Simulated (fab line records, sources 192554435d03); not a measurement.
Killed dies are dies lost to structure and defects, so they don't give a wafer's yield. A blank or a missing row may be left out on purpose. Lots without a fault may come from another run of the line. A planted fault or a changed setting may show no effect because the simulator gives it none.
fab line records | flow n5_finfet
record lots=10 wafers=30 last_day=17
route steps=1938 shown BEOL_M11@1537 PASSIVATION@1936
lots that met no fault: from a run of the same line without faults
start_h: hours from the record's first day to the start of the lot's first wafer shown | wait_h: hours since the lot's step before | " the same as in the row above | L1.1+2: a row that stands for several wafers | - no value, or no start given | * or withheld: withheld | < > ~ a bound
route shown NAME@n: a module of which the file shows steps, and the number in the route of the first | usual: mean/standard deviation of fault-free wafers | same: alike in all rows | chamber/n: place in a boat | sites: the reading at each site | _std_site: their standard deviation | _edge_site: outer sites' mean less inner sites' | radius_mm: how far each site lies from the wafer's centre | mask NAME#n: copy n | behind: the tool/chamber that last shaped the wafer | hold: why the lot was held/for how many hours/how that ended | device: the transistor (n, p or np) that didn't switch | end of line: the same wafers' tests at the end of the route | a step without rows: its recipe alone | killed: dies lost to structure and defects at the first sort, not the wafer's yield | map: a wafer's dies, x killed, . not, _ none there
set.NAME: the setting as run; set.NAME@STEP: as run at that earlier step | model.NAME: the simulator's own value behind a step, which no gauge read
steps of the route over a sample of lots; a table a step, a row a wafer
services: from which hour (start_h, from the record's first day; less than 0 if before it) a tool's chamber was out of use, for how many hours, and why
## steps
# step N5_BEOL_M11_CURE_71
# recipe temp_c=385 time_s=240 ambient=He/Ar material=SiCOH_lowk
# usual lamp_power_pct=52.32/0.052 wafer_temp_C_max=387.1/0.73
# columns lot.wafer tool chamber start_h wait_h lamp_power_pct wafer_temp_C_max
L797.1 uv_cure-03 2 240.31 0.0 52.40 386.2
L797.2 " 2 " " 52.34 387.2
L797.3 " 2 " " 52.29 387.1
L800.3 uv_cure-02 0 240.92 0.2 52.28 385.7
L800.5 " 0 " " 52.27 386.2
L800.6 " 0 " " 52.31 386.0
L799.3 uv_cure-01 2 241.68 0.4 52.30 387.5
L799.4 " 2 " " 52.32 387.9
L799.5 " 2 " " 52.26 386.9
L802.1 uv_cure-03 2 257.88 0.2 52.22 387.2
L802.3 " 2 " " 52.38 387.2
L802.4 " 2 " " 52.42 387.5
L811.1 uv_cure-01 0 318.31 0.0 52.33 386.7
L811.2 " 0 " " 52.28 387.0
L811.4 " 0 " " 52.29 386.6
L812.1 uv_cure-02 2 334.36 0.4 52.33 387.2
L812.2 " 2 " " 52.36 387.3
L812.4 " 2 " " 52.30 386.9
L814.2 uv_cure-03 0 336.05 0.1 52.27 387.4
L814.3 " 0 " " 52.38 389.0
L814.5 " 0 " " 52.26 388.1
L818.3 uv_cure-01 0 354.96 0.4 52.39 386.8
L818.4 " 0 " " 52.29 387.2
L818.5 " 0 " " 52.31 387.2
L819.3 uv_cure-02 2 365.77 0.2 52.36 387.3
L819.5 " 2 " " 52.37 387.7
L819.6 " 2 " " 52.42 386.3
L820.1 uv_cure-03 2 375.28 0.0 52.32 388.4
L820.3 " 2 " " 52.35 386.1
L820.5 " 2 " " 52.30 387.4
# step N5_BEOL_M11_DESCUM_16
# recipe chemistry=O2 time_s=7.9 source_power_w=50 bias_power_w=20 pressure_mtorr=20 rf_frequency_hz=2.712e+07 temp_c=40 resist=CAR-ArF o2_flow_sccm=225
# usual drypump_motor_current_A=6.0/0.35 o2_flow_sccm=225.0/0.62 oes_product_au=0.79/0.1 rf_vpp_V=243.1/1.6 showerhead_plenum_p_Torr=2.09/0.093 throttle_valve_pct=20.45/0.29
# columns lot.wafer tool chamber start_h wait_h drypump_motor_current_A o2_flow_sccm oes_product_au rf_hours_counter_h rf_vpp_V showerhead_plenum_p_Torr throttle_valve_pct
L797.1 rie_diel-05 0 242.35 0.2 6.4 225.3 0.93 10 245.5 2.22 20.57
L797.2 " 2 " " 6.2 225.3 0.68 247 240.9 1.98 20.20
L797.3 " 3 " " 6.1 226.3 0.68 230 245.3 2.16 20.68
L800.3 rie_diel-06 0 242.61 0.1 5.7 223.5 0.73 176 244.2 2.07 20.47
L800.5 " 2 " " 5.6 225.5 0.78 - 240.7 1.92 20.55
L800.6 " 3 " " 6.2 225.2 0.74 - 243.1 2.08 20.91
L799.3 rie_diel-06 0 243.43 0.0 5.7 224.4 0.73 176 243.2 2.07 20.45
L799.4 " 3 " " 6.2 225.1 0.73 178 243.5 2.08 20.92
L799.5 " 1 " " 5.2 225.3 0.70 - 240.9 2.06 20.25
L802.1 rie_diel-01 1 260.08 0.0 6.1 224.6 0.70 236 243.5 2.05 20.69
L802.3 " 0 " " 6.2 226.0 0.69 232 241.1 1.98 20.61
L802.4 " 2 " " 5.2 223.2 0.86 36 241.6 2.05 20.40
L811.1 rie_diel-05 0 320.92 0.3 6.4 225.1 0.87 39 245.0 2.21 20.63
L811.2 " 3 " " 6.2 225.0 1.04 0 243.7 2.16 20.39
L811.4 " 1 " " 6.0 225.7 0.71 213 243.6 2.06 20.27
L812.1 rie_diel-05 2 337.12 0.0 6.2 225.1 0.90 21 246.0 2.23 19.96
L812.2 " 3 " " 6.1 225.5 0.99 4 245.2 2.15 20.38
L812.4 " 1 " " 6.0 224.2 0.70 217 242.8 2.06 20.26
L814.2 rie_diel-01 3 337.85 0.0 5.6 225.2 0.68 243 243.8 2.16 20.78
L814.3 " 2 " " 5.2 224.5 0.84 58 243.4 2.04 20.44
L814.5 " 3 " " 5.6 224.8 0.68 - 243.4 2.16 20.79
L818.3 rie_diel-05 0 359.82 0.0 6.4 224.7 0.84 51 245.0 2.21 20.63
L818.4 " 3 " " 6.2 225.8 0.97 11 243.5 2.15 20.40
L818.5 " 2 " " 6.2 225.7 0.89 - 244.6 2.23 19.97
L819.3 rie_diel-06 0 369.85 0.0 5.6 226.3 0.70 216 243.1 2.05 20.52
L819.5 " 3 " " 6.2 225.5 0.70 - 241.6 2.07 20.97
L819.6 " 0 " " 5.7 224.5 0.72 - 241.5 2.05 20.52
L820.1 rie_diel-06 1 378.10 0.0 5.2 224.1 0.87 30 242.2 2.05 19.93
L820.3 " 3 " " 6.2 225.4 0.70 220 243.4 2.06 20.96
L820.5 " 1 " " 5.2 224.9 0.87 - 242.0 2.05 19.95
# step N5_BEOL_M11_ETCH_61
# recipe chemistry=CF4 target=SiARC target_depth_a=390 mask_material=CAR-ArF time_s=65 ion_energy_ev=80 pressure_mtorr=40 source_w=545 bias_w=36 Ar_flow_sccm=100 cf4_flow_sccm=100 ends=cleared
# usual cf4_flow_sccm=99.98/0.27 drypump_motor_current_A=6.0/0.36 etch_rf_on_time_s=64.0/1.6 oes_product_au=0.68/0.088 rf_vpp_V=184.2/1.3 showerhead_plenum_p_Torr=2.15/0.09 throttle_valve_pct=15.66/0.28
# columns lot.wafer tool chamber start_h wait_h cf4_flow_sccm drypump_motor_current_A etch_rf_on_time_s oes_product_au rf_hours_counter_h rf_vpp_V showerhead_plenum_p_Torr throttle_valve_pct
L797.1 rie_diel-05 0 242.38 0.0 100.10 6.4 63.2 0.81 10 186.1 2.28 15.72
L797.2 " 2 " " 100.28 6.2 63.7 0.59 247 182.8 2.03 15.53
L797.3 " 3 " " 99.87 6.2 64.3 0.58 230 186.1 2.20 15.90
L800.3 rie_diel-06 0 242.64 0.0 99.64 5.7 66.0 0.63 176 184.5 2.13 15.79
L800.5 " 2 " " 99.71 5.6 62.6 0.67 - 181.7 1.98 15.77
L800.6 " 3 " " 99.88 6.2 65.3 0.62 - 184.0 2.13 16.00
L799.3 rie_diel-06 0 243.47 0.0 100.80 5.7 65.8 0.62 176 184.5 2.13 15.76
L799.4 " 3 " " 100.07 6.2 65.0 0.62 178 184.6 2.13 16.02
L799.5 " 1 " " 99.84 5.2 64.8 0.60 - 183.2 2.11 15.62
L802.1 rie_diel-01 1 260.11 0.0 99.90 6.1 69.5 0.59 236 184.2 2.11 15.91
L802.3 " 0 " " 100.21 6.2 65.6 0.60 232 184.5 2.03 15.78
L802.4 " 2 " " 100.25 5.2 63.4 0.75 36 183.1 2.08 15.37
L811.1 rie_diel-05 0 320.95 0.0 99.83 6.4 63.1 0.75 39 184.7 2.27 15.79
L811.2 " 3 " " 99.94 6.2 62.0 0.88 0 185.0 2.20 15.46
L811.4 " 1 " " 100.21 6.0 63.7 0.61 213 182.9 2.12 15.58
L812.1 rie_diel-05 2 337.15 0.0 100.33 6.2 61.2 0.79 21 185.4 2.27 15.11
L812.2 " 3 " " 99.81 6.2 61.6 0.87 4 184.8 2.20 15.45
L812.4 " 1 " " 99.75 6.0 62.7 0.61 217 181.5 2.12 15.60
L814.2 rie_diel-01 3 337.89 0.0 99.77 5.6 62.5 0.59 243 183.0 2.20 15.93
L814.3 " 2 " " 100.33 5.2 62.3 0.74 58 182.0 2.07 15.44
L814.5 " 3 " " 99.80 5.6 63.2 0.59 - 184.9 2.20 15.93
L818.3 rie_diel-05 0 359.85 0.0 99.84 6.4 64.2 0.73 51 184.4 2.26 15.81
L818.4 " 3 " " 100.10 6.2 61.9 0.84 11 185.8 2.19 15.48
L818.5 " 2 " " 99.84 6.2 61.6 0.77 - 185.9 2.27 15.13
L819.3 rie_diel-06 0 369.88 0.0 100.46 5.7 66.2 0.61 216 185.0 2.12 15.84
L819.5 " 3 " " 100.32 6.2 66.5 0.59 - 184.4 2.11 16.09
L819.6 " 0 " " 100.37 5.6 65.9 0.61 - 181.9 2.12 15.86
L820.1 rie_diel-06 1 378.14 0.0 100.10 5.2 63.0 0.75 30 184.2 2.10 15.17
L820.3 " 3 " " 99.84 6.2 66.2 0.59 220 184.6 2.11 16.12
L820.5 " 1 " " 99.83 5.2 62.9 0.75 - 183.4 2.10 15.18
# step N5_BEOL_M11_COAT_64
# recipe resist=SiARC temp_c=220 time_s=60 spin_rpm=1500 resist_thk_nm=30
# usual spin_speed_rpm=1500.0/0.9
# columns lot.wafer tool chamber start_h wait_h spin_speed_rpm
L797.1 litho_track-04 0 243.12 - 1499.7
L797.2 " 0 " " 1500.6
L797.3 " 0 " " 1498.7
L800.3 litho_track-03 0 243.13 - 1498.7
L800.5 " 0 " " 1498.7
L800.6 " 0 " " 1498.7
L799.3 litho_track-04 0 243.95 - 1500.4
L799.4 " 0 " " 1500.2
L799.5 " 0 " " 1499.3
L802.1 litho_track-04 0 260.61 - 1500.8
L802.3 " 0 " " 1500.3
L802.4 " 0 " " 1500.2
L811.1 litho_track-04 0 322.87 - 1645.8
L811.2 " 0 " " 1644.9
L811.4 " 0 " " 1646.7
L812.1 litho_track-04 0 339.57 - 1644.5
L812.2 " 0 " " 1644.6
L812.4 " 0 " " 1645.9
L814.2 litho_track-05 0 339.57 - 1499.4
L814.3 " 0 " " 1499.7
L814.5 " 0 " " 1500.0
L818.3 litho_track-05 0 362.58 - 1498.5
L818.4 " 0 " " 1499.8
L818.5 " 0 " " 1500.5
L819.3 litho_track-03 0 370.39 - 1501.3
L819.5 " 0 " " 1499.6
L819.6 " 0 " " 1500.0
L820.1 litho_track-05 0 380.10 - 1498.9
L820.3 " 0 " " 1499.9
L820.5 " 0 " " 1501.0
# step N5_PASSIVATION_PROBE_49
# usual defect_limited_yield=91.4/1.5 killed_at_M0_to_M3=32/9.8 killed_at_M4_up=15/5.6 killed_at_contacts=12/5.4 killed_at_front_end=40/13 killed_at_other=3.0/2.1 killed_dies=102/17 killed_open=67/13 killed_short=32/7.1 sort_bin_5_function=5.1/0.96 sort_bin_6_memory=3.2/0.7 sort_bin_8_speed=0.0/0.3 sort_n_pass=1078/18 sort_yield_pct=91.3/1.5
# same gross_dies=1180 killed_at_back_side=0 sort_bin_4_leakage[%]=0
# columns lot.wafer tool chamber start_h wait_h defect_limited_yield[%] killed_at_M0_to_M3 killed_at_M4_up killed_at_contacts killed_at_front_end killed_at_other killed_dies killed_open killed_short sort_bin_5_function[%] sort_bin_6_memory[%] sort_bin_8_speed[%] sort_n_pass sort_yield_pct[%]
L800.3 prober-02 - 289.88 0.1 91.4 38 21 17 24 1 101 66 33 4.4 3.9 0 1079 91.4
L800.5 prober-02 - 289.98 0.2 91.6 33 14 10 38 4 99 61 34 4.2 4.2 0 1081 91.6
L800.6 prober-02 - 290.03 0.3 90.4 34 17 25 35 2 113 77 32 5.9 3.4 0 1067 90.4
L802.1 prober-02 - 312.98 0.0 92.7 20 20 21 16 9 86 54 31 4.2 2.8 0 1094 92.7
L802.3 prober-02 - 313.08 0.1 92.2 28 17 15 27 5 92 63 28 4.8 2.6 0 1088 92.2
L802.4 prober-02 - 313.13 0.2 91.6 24 13 23 35 4 99 66 33 5.2 2.9 0 1081 91.6
# killed by level:class
L800.3 BEOL_M3:geometric_particle:open=16 MOL_CONTACT_COAG:geometric_particle:open=14 BEOL_M0_SAQP:geometric_particle:short=6 BEOL_M4:geometric_particle:open=6 FIN_SAQP:geometric_particle:short=5 STI_FIN_REVEAL:geometric_particle:open=5 BEOL_M0_SAQP:geometric_particle:open=5 GATE_CUT:geometric_particle:short=4
L800.5 FIN_SAQP:geometric_particle:open=8 FIN_SAQP:geometric_particle:short=7 GATE_CUT:geometric_particle:short=6 BEOL_M0_SAQP:geometric_particle:short=6 BEOL_M3:geometric_particle:open=6 STARTING-WAFER:geometric_particle:open=6 MOL_CONTACT_COAG:geometric_particle:open=5 BEOL_M7:geometric_particle:open=5
L800.6 MOL_CONTACT_COAG:geometric_particle:open=18 FIN_SAQP:geometric_particle:open=9 BEOL_M3:geometric_particle:open=7 BEOL_M0_SAQP:geometric_particle:short=6 FIN_SAQP:geometric_particle:short=5 BEOL_M0_SAQP:geometric_particle:open=5 BEOL_M2:geometric_particle:open=5 STI_FIN_REVEAL:geometric_particle:open=4
L802.1 MOL_CONTACT_COAG:geometric_particle:open=18 BEOL_M4:geometric_particle:open=11 BEOL_M0_SAQP:geometric_particle:short=10 PASS1_DEP:geometric_particle:short=5 FIN_SAQP:geometric_particle:open=4 GATE_CUT:geometric_particle:short=4 MOL_CONTACT_COAG:geometric_particle:short=3 BEOL_M0_SAQP:geometric_particle:open=3
L802.3 MOL_CONTACT_COAG:geometric_particle:open=14 BEOL_M4:geometric_particle:open=9 BEOL_M0_SAQP:geometric_particle:open=7 BEOL_M0_SAQP:geometric_particle:short=6 BEOL_M1:geometric_particle:open=6 BEOL_M4:geometric_particle:short=5 STARTING-WAFER:geometric_particle:open=5 BEOL_M0:geometric_particle:open=4
L802.4 MOL_CONTACT_COAG:geometric_particle:open=17 BEOL_M4:geometric_particle:open=9 FIN_SAQP:geometric_particle:open=7 ILD0:geometric_particle:short=6 MOL_CONTACT_COAG:geometric_particle:short=6 FIN_SAQP:geometric_particle:short=5 BEOL_M0:geometric_particle:open=5 ILD0:geometric_particle:open=4
## services
# columns tool chamber start_h hours kind
rie_diel-05 1 244.64 5.5 repair
rie_diel-01 0 249.43 3.8 repair
rie_diel-05 2 250.16 - clean
rie_diel-05 2 250.16 - consumable_replace:focus_ring
rie_diel-05 2 250.16 - consumable_replace:showerhead
rie_diel-05 2 250.16 21.8 scheduled_down
rie_diel-05 2 250.16 21.8 vent_cycle
rie_diel-06 1 259.30 - clean
rie_diel-06 1 259.30 - consumable_replace:focus_ring
rie_diel-06 1 259.30 16.3 scheduled_down
rie_diel-06 1 259.30 16.3 vent_cycle
rie_diel-01 2 265.90 16.8 repair
uv_cure-01 - 275.03 7.5 pm
uv_cure-02 - 288.45 0.4 repair
uv_cure-01 - 293.87 3.6 repair
rie_diel-05 3 298.74 - clean
rie_diel-05 3 298.74 - consumable_replace:focus_ring
rie_diel-05 3 298.74 22.1 scheduled_down
uv_cure-02 - 321.48 2.7 repair
uv_cure-01 - 331.89 7.5 pm
uv_cure-01 - 339.44 4.5 pm
rie_diel-05 - 370.65 0.8 repair
rie_diel-06 2 372.79 4.4 repair
uv_cure-01 - 376.48 2.1 pm
## key
first_sign step=N5_BEOL_M11_COAT_64 reading=spin_speed_rpm direction=up sigmas=99+ usual=* struck=*
effect none on later readings
met_at N5_BEOL_M11_COAT_64
struck_lots L811,L812
not_acting_at N5_BEOL_M11_CURE_71,N5_BEOL_M11_DESCUM_16,N5_BEOL_M11_ETCH_61
onset_between 260.61 322.87
fault kind=process_parameter_drift tool=litho_track-04 chamber=- onset_h=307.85 steps=N5_BEOL_M11_COAT_64 channel=spin_rpm offset=* shape=step end_h=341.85 acts_in=* stated=*
